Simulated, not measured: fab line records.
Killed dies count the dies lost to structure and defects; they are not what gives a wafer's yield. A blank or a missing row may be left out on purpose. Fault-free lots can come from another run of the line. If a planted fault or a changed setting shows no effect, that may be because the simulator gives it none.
Lot-split experiment / flow n5-finfet / 7 lots, 21 wafers read, on a route of 1938 steps

== ON THE SPLIT ==
At N5_BEOL_M0_SAQP_HM_DEP_02 (deposits TiN, target thk 12 nm), the setting target-thk-a was moved away from the recipe's 120 angstrom on 9 of the 21 wafers read, by -12.7% to +13.3%. This setting was run at the recipe's value on the other wafers.

The split's own step is where the reading is taken.

== THE READING ==
TiN_of_BEOL_M0_SAQP_HM_DEP_02.thk-nm (the simulator's own value, which no gauge read), in nm, at N5_BEOL_M0_SAQP_HM_DEP_02 (deposits TiN, target thk 12 nm). The file does not state a usual value for it. The 12 wafers here that ran the recipe average 12.0 nm, standard deviation 0.18 nm.

wafer=L074.1; tool, chamber at the split=pvd-sputter-03, -; target-thk-a as run, angstrom=125.3; against the recipe=+4.4%; TiN_of_BEOL_M0_SAQP_HM_DEP_02.thk-nm, nm=12.6; against lot-mates on the recipe=no lot-mate on the recipe
wafer=L074.5; tool, chamber at the split=pvd-sputter-03, -; target-thk-a as run, angstrom=125.3; against the recipe=+4.4%; TiN_of_BEOL_M0_SAQP_HM_DEP_02.thk-nm, nm=12.6; against lot-mates on the recipe=no lot-mate on the recipe
wafer=L074.4; tool, chamber at the split=pvd-sputter-03, -; target-thk-a as run, angstrom=125.3; against the recipe=+4.4%; TiN_of_BEOL_M0_SAQP_HM_DEP_02.thk-nm, nm=12.4; against lot-mates on the recipe=no lot-mate on the recipe
wafer=L077.1; tool, chamber at the split=pvd-sputter-02, -; target-thk-a as run, angstrom=120; against the recipe=recipe; TiN_of_BEOL_M0_SAQP_HM_DEP_02.thk-nm, nm=12; against lot-mates on the recipe=-
wafer=L077.5; tool, chamber at the split=pvd-sputter-02, -; target-thk-a as run, angstrom=120; against the recipe=recipe; TiN_of_BEOL_M0_SAQP_HM_DEP_02.thk-nm, nm=12; against lot-mates on the recipe=-
wafer=L077.3; tool, chamber at the split=pvd-sputter-02, -; target-thk-a as run, angstrom=120; against the recipe=recipe; TiN_of_BEOL_M0_SAQP_HM_DEP_02.thk-nm, nm=11.8; against lot-mates on the recipe=-
wafer=L079.2; tool, chamber at the split=pvd-sputter-01, -; target-thk-a as run, angstrom=120; against the recipe=recipe; TiN_of_BEOL_M0_SAQP_HM_DEP_02.thk-nm, nm=12.2; against lot-mates on the recipe=-
wafer=L079.4; tool, chamber at the split=pvd-sputter-01, -; target-thk-a as run, angstrom=120; against the recipe=recipe; TiN_of_BEOL_M0_SAQP_HM_DEP_02.thk-nm, nm=12.2; against lot-mates on the recipe=-
wafer=L079.6; tool, chamber at the split=pvd-sputter-01, -; target-thk-a as run, angstrom=120; against the recipe=recipe; TiN_of_BEOL_M0_SAQP_HM_DEP_02.thk-nm, nm=12.2; against lot-mates on the recipe=-
wafer=L080.2; tool, chamber at the split=pvd-sputter-02, -; target-thk-a as run, angstrom=136; against the recipe=+13.3%; TiN_of_BEOL_M0_SAQP_HM_DEP_02.thk-nm, nm=13.8; against lot-mates on the recipe=+1.8
wafer=L080.4; tool, chamber at the split=pvd-sputter-02, -; target-thk-a as run, angstrom=120; against the recipe=recipe; TiN_of_BEOL_M0_SAQP_HM_DEP_02.thk-nm, nm=12; against lot-mates on the recipe=-
wafer=L080.5; tool, chamber at the split=pvd-sputter-02, -; target-thk-a as run, angstrom=120; against the recipe=recipe; TiN_of_BEOL_M0_SAQP_HM_DEP_02.thk-nm, nm=12; against lot-mates on the recipe=-
wafer=L083.1; tool, chamber at the split=pvd-sputter-03, -; target-thk-a as run, angstrom=120; against the recipe=recipe; TiN_of_BEOL_M0_SAQP_HM_DEP_02.thk-nm, nm=11.6; against lot-mates on the recipe=-
wafer=L083.4; tool, chamber at the split=pvd-sputter-03, -; target-thk-a as run, angstrom=120; against the recipe=recipe; TiN_of_BEOL_M0_SAQP_HM_DEP_02.thk-nm, nm=11.8; against lot-mates on the recipe=-
wafer=L083.6; tool, chamber at the split=pvd-sputter-03, -; target-thk-a as run, angstrom=115.3; against the recipe=-3.9%; TiN_of_BEOL_M0_SAQP_HM_DEP_02.thk-nm, nm=11.2; against lot-mates on the recipe=-0.5
wafer=L094.1; tool, chamber at the split=pvd-sputter-01, -; target-thk-a as run, angstrom=127.1; against the recipe=+5.9%; TiN_of_BEOL_M0_SAQP_HM_DEP_02.thk-nm, nm=12.8; against lot-mates on the recipe=+0.6
wafer=L094.3; tool, chamber at the split=pvd-sputter-01, -; target-thk-a as run, angstrom=127.1; against the recipe=+5.9%; TiN_of_BEOL_M0_SAQP_HM_DEP_02.thk-nm, nm=12.8; against lot-mates on the recipe=+0.6
wafer=L094.6; tool, chamber at the split=pvd-sputter-01, -; target-thk-a as run, angstrom=120; against the recipe=recipe; TiN_of_BEOL_M0_SAQP_HM_DEP_02.thk-nm, nm=12.2; against lot-mates on the recipe=-
wafer=L095.2; tool, chamber at the split=pvd-sputter-03, -; target-thk-a as run, angstrom=104.8; against the recipe=-12.7%; TiN_of_BEOL_M0_SAQP_HM_DEP_02.thk-nm, nm=10.4; against lot-mates on the recipe=-1.6
wafer=L095.5; tool, chamber at the split=pvd-sputter-03, -; target-thk-a as run, angstrom=104.8; against the recipe=-12.7%; TiN_of_BEOL_M0_SAQP_HM_DEP_02.thk-nm, nm=10.4; against lot-mates on the recipe=-1.6
wafer=L095.3; tool, chamber at the split=pvd-sputter-03, -; target-thk-a as run, angstrom=120; against the recipe=recipe; TiN_of_BEOL_M0_SAQP_HM_DEP_02.thk-nm, nm=12; against lot-mates on the recipe=-

THE FIT
A straight line over all 21 wafers: TiN_of_BEOL_M0_SAQP_HM_DEP_02.thk-nm changes by +0.131 nm for each +1% of target-thk-a; r = +0.98; the points scatter about the line by 0.17 nm.
The same after taking each lot's own level away (the mean of its wafers on the recipe; 18 wafers): +0.126 nm for each +1%; r = +0.99; scatter 0.08 nm.
On that fit, the largest move of target-thk-a shifts the reading by 1.7 nm.
Across the lots, their own levels run from 11.70 to 12.20 nm, a range of 2.7 times the standard deviation given above.
The two slopes are in agreement: the lot-to-lot level therefore moves the slope only a little.
Check: +1.59 nm against its lot-mates is what the line predicts for one of the wafers moved furthest among these (+13.3%) when that wafer is left out of the fit. Against them it came out at +1.8 nm.

== ADDITIONAL SPLITS CARRIED BY THESE WAFERS ==
Note: prior to the reading, these wafers also went through further splits. Each is held against what the fit with the lots' levels taken away leaves over:
other split on the same wafers=N5_MOL_CONTACT_COAG_COAT_104 spin-rpm; wafers away from the commonest value=6; r with TiN_of_BEOL_M0_SAQP_HM_DEP_02.thk-nm (lot level and that fit taken away)=+0.16
other split on the same wafers=N5_MOL_CONTACT_COAG_COAT_64 spin-rpm; wafers away from the commonest value=4; r with TiN_of_BEOL_M0_SAQP_HM_DEP_02.thk-nm (lot level and that fit taken away)=-0.01

== THE FILE'S OWN FIT ==
TiN_of_BEOL_M0_SAQP_HM_DEP_02.thk-nm changes by +0.128 nm for each +1% of target-thk-a, r = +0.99.
